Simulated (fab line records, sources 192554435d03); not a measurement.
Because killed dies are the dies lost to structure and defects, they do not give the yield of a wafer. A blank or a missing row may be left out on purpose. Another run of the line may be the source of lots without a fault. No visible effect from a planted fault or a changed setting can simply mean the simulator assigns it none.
fab line records + flow n5-finfet
[record]
- lots = 10
- wafers = 29
- last-day = 16
route steps=1938 shown BEOL_M11@1596 BEOL_M12@1602
lots untouched by any fault: they come from a run of this same line in which no faults occurred
start-h: hours from the record's opening day to when the first of the lot's shown wafers began + wait-h: hours elapsed since this lot's preceding step + " as in the row above + L1.1+2: a row that stands for several wafers + - value missing, or start not given + * or withheld: withheld + < > ~ a bound
route shown NAME@n: names a module that has steps shown in the file, with the first one's number in the route + usual: mean/standard deviation of fault-free wafers + same: alike in all rows + chamber/n: place in a boat + sites: each site's reading + _std_site: how widely they spread, as a standard deviation + _edge_site: outer sites' mean less inner sites' + radius-mm: how far each site lies from the wafer's centre + mask NAME#n: copy n + behind: the tool/chamber that last shaped the wafer + hold: the reason the lot was held/the length of the hold in hours/how it ended + device: transistor that didn't switch, given as n, p or np + end of line: the tests these same wafers got at the end of their route + a step with no rows: only its recipe + killed: dies that structure and defects cost at the first sort, which is not the same as the wafer's yield + map: the dies of a wafer, with x for killed, . for not killed, _ for no die there
set.NAME: setting as actually run; set.NAME@STEP: the setting as run at that earlier step + model.NAME: the simulator's own value behind a step, which no gauge read
steps of the route over a sample of lots; a table a step, a row a wafer
services: from which hour (start-h, from the record's first day; less than 0 if before it) a tool's chamber was out of use, for how many hours, and why
[[steps]]
[step N5_BEOL_M11_CMP_52]
[recipe]
- stop-on = SiCOH_lowk
- t-overpolish-s = 7
- down-force-psi = 1
- platen-rpm = 50
- clearing-platen-down-force-psi = 1.5
- clearing-platen-rpm = 50
- post-cmp-clean = cu-alkaline
- target-thk-nm = 140
- clearing-platen-pad-velocity-m-s = 0.99484
- pad-velocity-m-s = 0.99484
[usual]
- barrier-field-endpoint-s = 29.0/0.69
- motor-current-A = 6.2/0.5
- overpolish-run-s = 7.000/0.0089
- slurry-flow-ml-min = 150.1/0.5
- time-to-endpoint-s = 66/3.2
| lot.wafer | tool   | chamber | start-h | wait-h | barrier-field-endpoint-s | motor-current-A | overpolish-run-s | slurry-flow-ml-min | time-to-endpoint-s |
|-----------|--------|---------|---------|--------|--------------------------|-----------------|------------------|--------------------|--------------------|
| L204.3    | cmp-01 | 3       | 222.38  | 0.2    | 29.3                     | 6.1             | 7.012            | 149.7              | 65                 |
| L204.6    | "      | 1       | "       | "      | 29.8                     | 6.6             | 7.002            | 149.4              | 67                 |
| L204.5    | "      | 2       | "       | "      | 30.2                     | 5.7             | 6.985            | 149.4              | 67                 |
| L206.3    | cmp-04 | 2       | 238.54  | 0.2    | 28.6                     | 5.9             | 7.021            | 150.2              | 70                 |
| L206.4    | "      | 0       | "       | "      | 29.7                     | 6.9             | 7.016            | 150.5              | 72                 |
| L206.6    | "      | 2       | "       | "      | 29.4                     | 5.9             | 7.008            | 150.0              | 71                 |
| L207.2    | cmp-04 | 3       | 245.65  | 0.3    | 29.4                     | 7.4             | 6.993            | 150.1              | 66                 |
| L207.5    | "      | 1       | "       | "      | 29.3                     | 5.2             | 6.996            | 150.6              | 68                 |
| L209.1    | cmp-02 | 2       | 258.24  | 0.3    | 27.9                     | 6.0             | 6.998            | 150.3              | 64                 |
| L209.3    | "      | 0       | "       | "      | 26.6                     | 6.4             | 7.008            | 150.5              | 60                 |
| L209.5    | "      | 2       | "       | "      | 29.2                     | 6.4             | 7.011            | 149.6              | 66                 |
| L210.2    | cmp-02 | 0       | 259.96  | 0.3    | 27.7                     | 6.6             | 7.006            | 150.0              | 60                 |
| L210.4    | "      | 1       | "       | "      | 29.2                     | 6.7             | 6.991            | 150.3              | 68                 |
| L210.1    | "      | 2       | "       | "      | 28.8                     | 6.6             | 7.023            | 150.0              | 70                 |
| L214.3    | cmp-02 | 1       | 289.45  | 0.2    | 28.6                     | 6.2             | 7.007            | 150.4              | 66                 |
| L214.4    | "      | 0       | "       | "      | 28.1                     | 6.2             | 6.997            | 150.3              | 62                 |
| L214.6    | "      | 1       | "       | "      | 29.0                     | 6.4             | 7.009            | 149.8              | 69                 |
| L217.4    | cmp-04 | 3       | 301.70  | 0.2    | 28.9                     | 7.1             | 6.997            | 149.8              | 63                 |
| L217.3    | "      | 0       | "       | "      | 28.2                     | 7.1             | 6.990            | 149.7              | 66                 |
| L217.5    | "      | 3       | "       | "      | 28.7                     | 7.1             | 7.000            | 150.1              | 63                 |
| L222.3    | cmp-02 | 3       | 335.86  | 0.3    | 29.0                     | 5.4             | 7.004            | 149.1              | 67                 |
| L222.1    | "      | 0       | "       | "      | 29.6                     | 6.1             | 7.003            | 150.0              | 69                 |
| L222.4    | "      | 2       | "       | "      | 29.8                     | 6.1             | 7.009            | 149.4              | 72                 |
| L223.4    | cmp-01 | 2       | 339.12  | 0.2    | 29.0                     | 5.9             | 7.006            | 150.5              | 65                 |
| L223.2    | "      | 3       | "       | "      | 28.7                     | 5.9             | 7.020            | 149.8              | 64                 |
| L223.5    | "      | 1       | "       | "      | 30.2                     | 6.2             | 6.991            | 150.3              | 68                 |
| L225.2    | cmp-04 | 0       | 351.28  | 0.2    | 29.1                     | 6.9             | 6.990            | 149.3              | 72                 |
| L225.3    | "      | 1       | "       | "      | 29.0                     | 5.6             | 6.997            | 149.9              | 66                 |
| L225.5    | "      | 0       | "       | "      | 28.9                     | 6.7             | 7.002            | 149.3              | 66                 |
[step N5_BEOL_M11_RS_MEAS_57]
[recipe]
- thk-meas-gauge = four-point-probe
- reads = Cu_of_BEOL_M11_ECD_50+Co_of_BEOL_M11_CVD_75+TaN_of_BEOL_M11_ALD_74
[usual]
- M11_RS = 0.153/0.0046
| lot.wafer | tool          | chamber | start-h | wait-h | M11_RS[ohm/sq] |
|-----------|---------------|---------|---------|--------|----------------|
| L204.3    | film-metro-02 | -       | 222.76  | 0.0    | 0.144          |
| L204.5    | "             | -       | "       | "      | 0.143          |
| L204.6    | "             | -       | "       | "      | 0.155          |
| L206.3    | film-metro-01 | -       | 238.95  | 0.0    | 0.149          |
| L206.4    | "             | -       | "       | "      | 0.153          |
| L206.6    | "             | -       | "       | "      | 0.152          |
| L207.2    | film-metro-01 | -       | 245.99  | 0.0    | 0.150          |
| L207.5    | "             | -       | "       | "      | 0.149          |
| L209.1    | film-metro-02 | -       | 258.62  | 0.0    | 0.148          |
| L209.3    | "             | -       | "       | "      | 0.150          |
| L209.5    | "             | -       | "       | "      | 0.153          |
| L210.1    | film-metro-01 | -       | 260.34  | 0.0    | 0.145          |
| L210.2    | "             | -       | "       | "      | 0.154          |
| L210.4    | "             | -       | "       | "      | 0.150          |
| L214.3    | film-metro-01 | -       | 289.87  | 0.0    | 0.156          |
| L214.4    | "             | -       | "       | "      | 0.157          |
| L214.6    | "             | -       | "       | "      | 0.155          |
| L217.3    | film-metro-02 | -       | 302.08  | 0.0    | 0.154          |
| L217.4    | "             | -       | "       | "      | 0.155          |
| L217.5    | "             | -       | "       | "      | 0.155          |
| L222.1    | film-metro-02 | -       | 336.28  | 0.0    | 0.156          |
| L222.3    | "             | -       | "       | "      | 0.155          |
| L222.4    | "             | -       | "       | "      | 0.154          |
| L223.2    | film-metro-01 | -       | 339.47  | 0.0    | 0.163          |
| L223.4    | "             | -       | "       | "      | 0.156          |
| L223.5    | "             | -       | "       | "      | 0.161          |
| L225.2    | film-metro-02 | -       | 351.70  | 0.0    | 0.158          |
| L225.3    | "             | -       | "       | "      | 0.153          |
| L225.5    | "             | -       | "       | "      | 0.153          |
[step N5_BEOL_M12_ILD_DEP_00]
[recipe]
- material = SiOC
- target-thk-a = 6589.2
- temp-c = 350
- precursor = DEMS/O2
- pressure-torr = 5
- rf-w = 500
- time-s = 130.7
[usual]
- heater-power-w = 514/75
- showerhead-plenum-p-Torr = 5.688/0.012
- throttle-valve-pct = 11.8/1
[same]
- time-s = 130.7
| lot.wafer | tool     | chamber | start-h | wait-h | heater-power-w | showerhead-plenum-p-Torr | throttle-valve-pct |
|-----------|----------|---------|---------|--------|----------------|--------------------------|--------------------|
| L204.3    | pecvd-01 | 1       | 222.87  | 0.1    | 429            | 5.693                    | 13.7               |
| L204.5    | "        | 0       | "       | "      | 552            | 5.676                    | 10.9               |
| L204.6    | "        | 1       | "       | "      | 456            | 5.673                    | 13.4               |
| L206.3    | pecvd-01 | 0       | 239.01  | 0.0    | 538            | 5.688                    | 10.9               |
| L206.4    | "        | 0       | "       | "      | 556            | 5.685                    | 11.1               |
| L206.6    | "        | 1       | "       | "      | 428            | 5.671                    | 13.6               |
| L207.2    | pecvd-03 | 0       | 246.05  | 0.0    | 517            | 5.674                    | 11.7               |
| L207.5    | "        | 0       | "       | "      | 545            | 5.709                    | 11.9               |
| L209.1    | pecvd-01 | 1       | 258.69  | 0.0    | 496            | 5.686                    | 13.5               |
| L209.3    | "        | 0       | "       | "      | 476            | 5.668                    | 10.9               |
| L209.5    | "        | 1       | "       | "      | 500            | 5.661                    | 13.6               |
| L210.1    | pecvd-03 | 1       | 260.41  | 0.0    | 588            | 5.671                    | 11.1               |
| L210.2    | "        | 0       | "       | "      | 533            | 5.687                    | 11.9               |
| L210.4    | "        | 0       | "       | "      | 550            | 5.677                    | 11.7               |
| L214.3    | pecvd-03 | 1       | 289.93  | 0.0    | 516            | 5.691                    | 11.0               |
| L214.4    | "        | 1       | "       | "      | 557            | 5.687                    | 10.8               |
| L214.6    | "        | 0       | "       | "      | 507            | 5.681                    | 11.5               |
| L217.3    | pecvd-01 | 0       | 302.14  | 0.0    | 532            | 5.700                    | 11.2               |
| L217.4    | "        | 2       | "       | "      | 574            | 5.711                    | 10.3               |
| L217.5    | "        | 1       | "       | "      | 495            | 5.693                    | 13.6               |
| L222.1    | pecvd-03 | 0       | 336.35  | 0.0    | 524            | 5.691                    | 11.9               |
| L222.3    | "        | 2       | "       | "      | 368            | 5.700                    | 12.3               |
| L222.4    | "        | 1       | "       | "      | 595            | 5.678                    | 11.2               |
| L223.2    | pecvd-04 | 2       | 339.53  | 0.0    | 539            | 5.712                    | 11.8               |
| L223.4    | "        | 0       | "       | "      | 423            | 5.685                    | 12.7               |
| L223.5    | "        | 2       | "       | "      | 579            | 5.701                    | 11.5               |
| L225.2    | pecvd-01 | 2       | 351.76  | 0.0    | 580            | 5.718                    | 10.6               |
| L225.3    | "        | 0       | "       | "      | 468            | 5.691                    | 10.8               |
| L225.5    | "        | 2       | "       | "      | 610            | 5.710                    | 10.8               |
[step N5_BEOL_M12_COAT_04]
[recipe]
- spin-rpm = 1625
- resist-thk-nm = 400
[usual]
- spin-speed-rpm = 1625.0/1.1
| lot.wafer | tool           | chamber | start-h | wait-h | spin-speed-rpm |
|-----------|----------------|---------|---------|--------|----------------|
| L204.3    | litho-track-04 | 0       | 223.03  | -      | 1625.8         |
| L204.5    | "              | 0       | "       | "      | 1624.9         |
| L204.6    | "              | 0       | "       | "      | 1624.6         |
| L206.3    | litho-track-05 | 0       | 239.18  | -      | 1625.0         |
| L206.4    | "              | 0       | "       | "      | 1625.9         |
| L206.6    | "              | 0       | "       | "      | 1623.8         |
| L207.2    | litho-track-04 | 0       | 246.22  | -      | 1625.5         |
| L207.5    | "              | 0       | "       | "      | 1625.4         |
| L209.1    | litho-track-05 | 0       | 258.85  | -      | 1623.5         |
| L209.3    | "              | 0       | "       | "      | 1623.0         |
| L209.5    | "              | 0       | "       | "      | 1623.8         |
| L210.1    | litho-track-05 | 0       | 260.57  | -      | 1456.1         |
| L210.2    | "              | 0       | "       | "      | 1455.5         |
| L210.4    | "              | 0       | "       | "      | 1457.3         |
| L214.3    | litho-track-05 | 0       | 290.10  | -      | 1455.6         |
| L214.4    | "              | 0       | "       | "      | 1455.8         |
| L214.6    | "              | 0       | "       | "      | 1455.6         |
| L217.3    | litho-track-05 | 0       | 302.31  | -      | 1454.6         |
| L217.4    | "              | 0       | "       | "      | 1453.9         |
| L217.5    | "              | 0       | "       | "      | 1458.1         |
| L222.1    | litho-track-04 | 0       | 336.51  | -      | 1626.6         |
| L222.3    | "              | 0       | "       | "      | 1626.1         |
| L222.4    | "              | 0       | "       | "      | 1625.3         |
| L223.2    | litho-track-01 | 0       | 339.70  | -      | 1626.4         |
| L223.4    | "              | 0       | "       | "      | 1625.9         |
| L223.5    | "              | 0       | "       | "      | 1624.7         |
| L225.2    | litho-track-04 | 0       | 351.93  | -      | 1623.4         |
| L225.3    | "              | 0       | "       | "      | 1624.6         |
| L225.5    | "              | 0       | "       | "      | 1624.4         |
[step N5_BEOL_M12_STRIP_63]
[recipe]
- chemistry = N2/H2
- power-w = 1000
- temp-c = 250
- h2-frac = 0.65
- overash-fraction = 0.3
- pressure-mtorr = 1000
- n2-flow-sccm = 1750
- h2-flow-sccm = 3250
[usual]
- drypump-motor-current-A = 5.5/0.37
- heater-power-w = 305/11
- oes-product-au = 0.693/0.0046
- strip-time-to-endpoint-s = 42.6/0.81
- temp-c = 250.04/0.19
| lot.wafer | tool            | chamber | start-h | wait-h | drypump-motor-current-A | heater-power-w | oes-product-au | rf-hours-counter-h | strip-time-to-endpoint-s | temp-c |
|-----------|-----------------|---------|---------|--------|-------------------------|----------------|----------------|--------------------|--------------------------|--------|
| L204.3    | plasma-asher-02 | 0       | 223.82  | -      | 5.7                     | 321            | 0.692          | -                  | 42.1                     | 250.28 |
| L204.5    | "               | 0       | "       | "      | 5.7                     | 311            | 0.690          | -                  | 42.8                     | 249.91 |
| L204.6    | "               | 1       | "       | "      | 5.9                     | 304            | 0.680          | -                  | 41.5                     | 249.83 |
| L206.3    | plasma-asher-01 | 1       | 240.21  | -      | 5.3                     | 301            | 0.693          | -                  | 42.5                     | 250.31 |
| L206.4    | "               | 0       | "       | "      | 4.9                     | 290            | 0.693          | -                  | 41.8                     | 249.91 |
| L206.6    | "               | 1       | "       | "      | 5.3                     | 298            | 0.687          | -                  | 41.1                     | 250.10 |
| L207.2    | plasma-asher-01 | 1       | 246.86  | -      | 5.3                     | 302            | 0.690          | 73                 | 41.8                     | 250.09 |
| L207.5    | "               | 0       | "       | "      | 5.0                     | 297            | 0.695          | -                  | 41.5                     | 250.08 |
| L209.1    | plasma-asher-01 | 1       | 259.62  | -      | 5.3                     | 307            | 0.700          | 77                 | 43.2                     | 250.09 |
| L209.3    | "               | 1       | "       | "      | 5.3                     | 310            | 0.687          | -                  | 42.0                     | 249.92 |
| L209.5    | "               | 0       | "       | "      | 4.9                     | 292            | 0.687          | -                  | 41.2                     | 249.81 |
| L210.1    | plasma-asher-01 | 0       | 261.41  | -      | 5.0                     | 299            | 0.697          | 77                 | 49.7                     | 250.05 |
| L210.2    | "               | 1       | "       | "      | 5.3                     | 307            | 0.704          | 77                 | 48.6                     | 250.26 |
| L210.4    | "               | 0       | "       | "      | 5.0                     | 292            | 0.696          | -                  | 47.7                     | 250.00 |
| L214.3    | plasma-asher-01 | 0       | 290.88  | -      | 4.9                     | 295            | 0.698          | -                  | 49.0                     | 249.82 |
| L214.4    | "               | 1       | "       | "      | 5.3                     | 298            | 0.699          | -                  | 47.4                     | 250.24 |
| L214.6    | "               | 1       | "       | "      | 5.3                     | 301            | 0.704          | -                  | 48.2                     | 249.99 |
| L217.3    | plasma-asher-02 | 0       | 303.09  | -      | 5.8                     | 326            | 0.696          | -                  | 49.3                     | 250.05 |
| L217.4    | "               | 1       | "       | "      | 5.8                     | 300            | 0.697          | -                  | 48.8                     | 250.05 |
| L217.5    | "               | 1       | "       | "      | 5.8                     | 301            | 0.693          | -                  | 49.1                     | 249.88 |
| L222.1    | plasma-asher-02 | 0       | 337.48  | -      | 5.8                     | 325            | 0.680          | 133                | 43.0                     | 249.87 |
| L222.3    | "               | 0       | "       | "      | 5.8                     | 332            | 0.690          | -                  | 42.5                     | 249.92 |
| L222.4    | "               | 1       | "       | "      | 5.8                     | 297            | 0.692          | -                  | 42.6                     | 250.08 |
| L223.2    | plasma-asher-02 | 0       | 340.86  | -      | 5.8                     | 321            | 0.686          | 135                | 43.3                     | 250.04 |
| L223.4    | "               | 1       | "       | "      | 5.8                     | 303            | 0.695          | -                  | 41.5                     | 250.33 |
| L223.5    | "               | 0       | "       | "      | 5.8                     | 325            | 0.695          | -                  | 42.9                     | 250.16 |
| L225.2    | plasma-asher-01 | 0       | 352.71  | -      | 5.0                     | 286            | 0.685          | 92                 | 41.8                     | 250.09 |
| L225.3    | "               | 0       | "       | "      | 5.0                     | 293            | 0.688          | -                  | 43.1                     | 249.88 |
| L225.5    | "               | 1       | "       | "      | 5.3                     | 307            | 0.695          | -                  | 42.1                     | 249.94 |
[[services]]
| tool            | chamber | start-h | hours | kind                          |
|-----------------|---------|---------|-------|-------------------------------|
| pecvd-01        | 2       | 202.38  | -     | clean                         |
| pecvd-01        | 2       | 202.38  | -     | consumable-replace:showerhead |
| pecvd-01        | 2       | 202.38  | 29.0  | scheduled-down                |
| pecvd-01        | 2       | 202.38  | 29.0  | vent-cycle                    |
| plasma-asher-01 | -       | 202.47  | 0.5   | repair                        |
| pecvd-04        | -       | 218.53  | 6.0   | pm                            |
| plasma-asher-02 | -       | 222.92  | 0.5   | repair                        |
| cmp-04          | -       | 223.82  | 2.0   | repair                        |
| pecvd-03        | 2       | 228.10  | 7.4   | repair                        |
| plasma-asher-02 | -       | 239.34  | 2.8   | pm                            |
| cmp-01          | -       | 245.17  | 0.8   | repair                        |
| cmp-04          | -       | 254.89  | 5.3   | pm                            |
| plasma-asher-01 | -       | 265.42  | 1.4   | repair                        |
| pecvd-04        | 0       | 272.73  | 8.0   | repair                        |
| pecvd-01        | 0       | 276.77  | 4.4   | repair                        |
| cmp-01          | -       | 278.41  | 0.9   | repair                        |
| pecvd-04        | -       | 286.91  | 2.5   | repair                        |
| pecvd-03        | -       | 305.30  | 1.0   | repair                        |
| cmp-01          | -       | 308.00  | 1.2   | repair                        |
| plasma-asher-01 | -       | 316.74  | 2.5   | repair                        |
| pecvd-03        | -       | 330.53  | 1.1   | repair                        |
| plasma-asher-01 | -       | 330.66  | 14.6  | pm                            |
| cmp-02          | -       | 333.85  | 0.5   | repair                        |
| cmp-04          | -       | 335.44  | 0.7   | repair                        |
[[key]]
[first-sign]
- step = N5_BEOL_M12_COAT_04
- reading = spin-speed-rpm
- direction = down
- sigmas = 99+
- usual = *
- struck = *
[effect]
- step = N5_BEOL_M12_STRIP_63
- reading = strip-time-to-endpoint-s
- direction = up
- sigmas = 7.4
- usual = *
- struck = *
met-at N5_BEOL_M12_COAT_04
struck-lots L210,L214,L217
[baseline-loss]
- step = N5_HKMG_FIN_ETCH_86
- wafers = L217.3
not-acting-at N5_BEOL_M11_CMP_52,N5_BEOL_M11_RS_MEAS_57,N5_BEOL_M12_ILD_DEP_00
onset-between 258.85 260.57
[fault]
- kind = process-parameter-drift
- tool = litho-track-05
- chamber = -
- onset-h = 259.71
- steps = N5_BEOL_M12_COAT_04
- channel = spin-rpm
- offset = *
- shape = step
- end-h = 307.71
- acts-in = *
- stated = *
// baseline-loss: these wafers lose ten dies or more at that step, a loss of the line's own and not of a fault; the sort's usual values leave them out
